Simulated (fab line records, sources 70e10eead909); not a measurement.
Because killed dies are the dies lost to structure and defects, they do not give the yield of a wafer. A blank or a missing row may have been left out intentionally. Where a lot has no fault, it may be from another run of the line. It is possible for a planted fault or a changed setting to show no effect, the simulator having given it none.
A struck lot beside a sound one	flow nandHarc	14 steps out of a route of 1302
Sound: these wafers, L487.1, L487.3, L487.6. Struck: wafers L494.2, L494.3, L494.5. At the end, the cause is stated.
Each step with rows lists, per side, the tool, then ch with its chambers, then its first start. Under that, the readings that differ: sound wafers	struck wafers	difference of the means	sigmas: that difference in standard deviations of wafers without a fault.
alike: readings whose means differ by less than 2 such deviations, and words and numbers that are the same on both sides. not compared: withheld readings, readings that some wafer has no value for, bounds like >300 that may hide the same value, and numbers for which the record gives no deviation and whose values overlap.
The two part at a step that has a row with sigmas, a row that says differs or no value, or rows on one side only. Numbers that don't overlap but have no deviation are shown without sigmas and don't part them. A reading that every wafer of one side lacks parts them only if that side has two wafers or more.

NHARC_A_BLC_PVD_32: deposits Ti, target thk 5 nm, time 17.7 s.
  sound on pvdSputter-03; struck on pvdSputter-02
  alike: throttleValvePct
NHARC_A_BLC_ALD_23: deposits TiN, target thk 3 nm, pulse time 1 s, ald cycles 150.
  sound on aldMetal-02 ch 0,1, day 24 22:55; struck on aldMetal-01 ch 0,1,3, day 28 11:53
reading	sound	struck	difference	sigmas
precursorPulseHeightRel	0.992 1.031 1.059	0.998 0.979 0.969	-0.045	-2
  alike: heaterPowerW
NHARC_A_BLC_CVD_24: deposits W, target thk 150 nm, time 434 s.
  sound on cvdW-02 ch 1; struck on cvdW-01 ch 1
reading	sound	struck	difference	sigmas
heaterPowerW (W)	519 522 522	435 433 440	-85	-2
  alike: chamberPressureTorr, throttleValvePct
NHARC_A_BLC_CMP_25: polishes, t overpolish 30 s, target thk 150 nm.
  sound on cmp-03 ch 0,1,3, day 24 23:40; struck on cmp-04 ch 1,2,3, day 28 12:38
  alike: motorCurrentA, overpolishRunS, slurryFlowMlMin, timeToEndpointS
  not compared: padLifeWafers
then, 1 step without rows for these wafers: NHARC_A_BLC_SRD_27.
NHARC_A_BLC_INSPECT_28:
  sound on defectInspect-01 at day 25 00:02; struck on defectInspect-02 at day 28 13:00
  alike: rawDefectCount
then, 5 steps without rows for these wafers: NHARC_A_M0_DEP_00 (deposits SiOC, target thk 150 nm); NHARC_A_M0_DEHYDRATE_01 (time 120 s); NHARC_A_M0_HMDS_02 (time 30 s); NHARC_A_M0_COAT_33 (time 65 s); NHARC_A_M0_COAT_03 (resist thk 90 nm).
NHARC_A_M0_SOFTBAKE_04: time 55 s.
  sound on lithoTrack-06 ch 0, day 25 00:00; struck on lithoTrack-06 ch 0, day 28 13:00
reading	sound	struck	difference	sigmas
heaterPowerTotalW (W)	188.46 188.71 188.66	185.81 185.99 185.95	-2.69	-21
then, 1 step without rows for these wafers: NHARC_A_M0_EBR_05.
NHARC_END_SORT_01:
  the record has rows for the sound wafers here (prober-02 ch 0, day 26 16:41) and none for the struck ones

WHERE THEY PART
Earliest at NHARC_A_BLC_ALD_23; latest, in this record, at NHARC_END_SORT_01.

WHY: what the simulator had put in
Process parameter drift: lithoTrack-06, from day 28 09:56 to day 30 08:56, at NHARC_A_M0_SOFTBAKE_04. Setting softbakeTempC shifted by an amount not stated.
